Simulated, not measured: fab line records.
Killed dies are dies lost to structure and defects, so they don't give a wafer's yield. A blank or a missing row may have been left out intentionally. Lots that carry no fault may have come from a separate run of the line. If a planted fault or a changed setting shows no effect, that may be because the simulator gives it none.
A struck lot beside a sound one + flow n5Finfet + 16 out of 1938 route steps
Sound: wafers L523.1, L523.2, L523.4. Struck: wafer L527.1 (left out: L527.2, L527.6 of the same lot, which were not struck); the cause appears at the end.
Each step with rows lists, per side, the tool, then ch with its chambers, then its first start. Under that, the readings that differ: sound wafers + struck wafers + difference of the means + sigmas: that difference in standard deviations of wafers without a fault.
alike: words and numbers the same on both sides, and readings whose means are apart by under 2 such deviations; not compared: readings that were withheld, readings missing a value for some wafer, numbers with overlapping values and no deviation given by the record, and bounds like >300 which may hide the same value.
A row with sigmas, a row that says differs or no value, or rows on one side alone: a step with any of these is where the two part. Non-overlapping numbers with no deviation appear without sigmas and do not part them. A reading missing from all wafers of one side parts the sides only when that side holds two or more wafers.

first, 7 steps without rows for these wafers: N5_BEOL_M4_COAT_73 (time 60 s, resist thk 5 nm); N5_BEOL_M4_COAT_05 (resist thk 30 nm); N5_BEOL_M4_EBR_07; N5_BEOL_M4_SOFTBAKE_06 (time 60 s); N5_BEOL_M4_EXPOSE_08 (exposes mask M4); N5_BEOL_M4_PEB_09 (peb time 60 s); N5_BEOL_M4_DEVELOP_10 (develop time 30 s).
N5_BEOL_M4_CD_MEAS_11 targets a cd of 16.79 nm.
  sound on cdSem-01 ch 0, day 8 07:35; struck on cdSem-01 ch 0, day 8 21:59
  alike: cdNm
N5_BEOL_M4_OVL_MEAS_12:
  sound on overlay-01 ch 0, day 8 07:37; struck on overlay-01 ch 0, day 8 22:01
  alike: M4_OVL
N5_BEOL_M4_INSPECT_13: inspects for defects (brightfield).
  sound on defectInspect-02 at day 8 07:40; struck on defectInspect-02 at day 8 22:04
  alike: rawDefectCount
N5_BEOL_M4_DESCUM_16: chemistry O2, time 7 s.
  sound on rieDiel-05 ch 1,2,3, day 8 07:43; struck on rieDiel-05 ch 2, day 8 22:06
  alike: biasPowerW, chamberPressureMTorr, drypumpMotorCurrentA, oesProductAu, rfVppV, showerheadPlenumPTorr, throttleValvePct
  not compared: rfHoursCounterH
N5_BEOL_M4_ETCH_74: etches underlayer in N2/H2, target depth 6.5 nm, time 5.2 s.
  sound on rieDiel-05 ch 1,2,3, day 8 07:44; struck on rieDiel-05 ch 2, day 8 22:08
  alike: chamberPressureMTorr, drypumpMotorCurrentA, etchRfOnTimeS, h2FlowSccm, oesProductAu, rfVppV, showerheadPlenumPTorr, throttleValvePct
  not compared: rfHoursCounterH
N5_BEOL_M4_ETCH_63: etches SiARC in CF4, target depth 15.6 nm, time 26 s.
  sound on rieDiel-05 ch 1,2,3, day 8 07:46; struck on rieDiel-05 ch 2, day 8 22:09
| reading           | sound          | struck | difference | sigmas |
|-------------------|----------------|--------|------------|--------|
| etchRfOnTimeS (s) | 25.7 26.4 26.1 | 42.5   | +16.4      | +53    |
  alike: cf4FlowSccm, chamberPressureMTorr, drypumpMotorCurrentA, oesProductAu, rfVppV, showerheadPlenumPTorr, throttleValvePct
  not compared: rfHoursCounterH
N5_BEOL_M4_ETCH_64: etches SOC in N2/H2, target depth 75 nm, overetch 22.5 nm, time 121.9 s.
  sound on rieDiel-05 ch 1,2,3, day 8 07:47; struck on rieDiel-05 ch 2, day 8 22:11
  alike: chamberPressureMTorr, drypumpMotorCurrentA, h2FlowSccm, oesProductAu, rfVppV, showerheadPlenumPTorr, throttleValvePct
  not compared: rfHoursCounterH
N5_BEOL_M4_RC_MEAS_101:
  sound on prober-01 ch 0, day 8 18:10; struck on prober-01 ch 0, day 9 12:46
| reading        | sound             | struck | difference | sigmas |
|----------------|-------------------|--------|------------|--------|
| IOFF_N (nA/um) | 0.153 0.222 0.192 | 0.139  | -0.050     | -2     |
| ION_N (uA/um)  | 679 688 690       | 661    | -25        | -3     |
  alike: DIBL_N, DIBL_P, IOFF_P, ION_P, SS_N, SS_P, VT_N, VT_P
following that, these wafers have no rows for 1 step: N5_PASSIVATION_PROBE_49.

WHERE THEY PART
First at N5_BEOL_M4_ETCH_63; last, within this record, at N5_BEOL_M4_RC_MEAS_101.

WHY: the cause the simulator had injected
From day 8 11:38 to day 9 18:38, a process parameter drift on rieDiel-05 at N5_BEOL_M4_ETCH_63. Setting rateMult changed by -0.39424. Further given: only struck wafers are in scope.
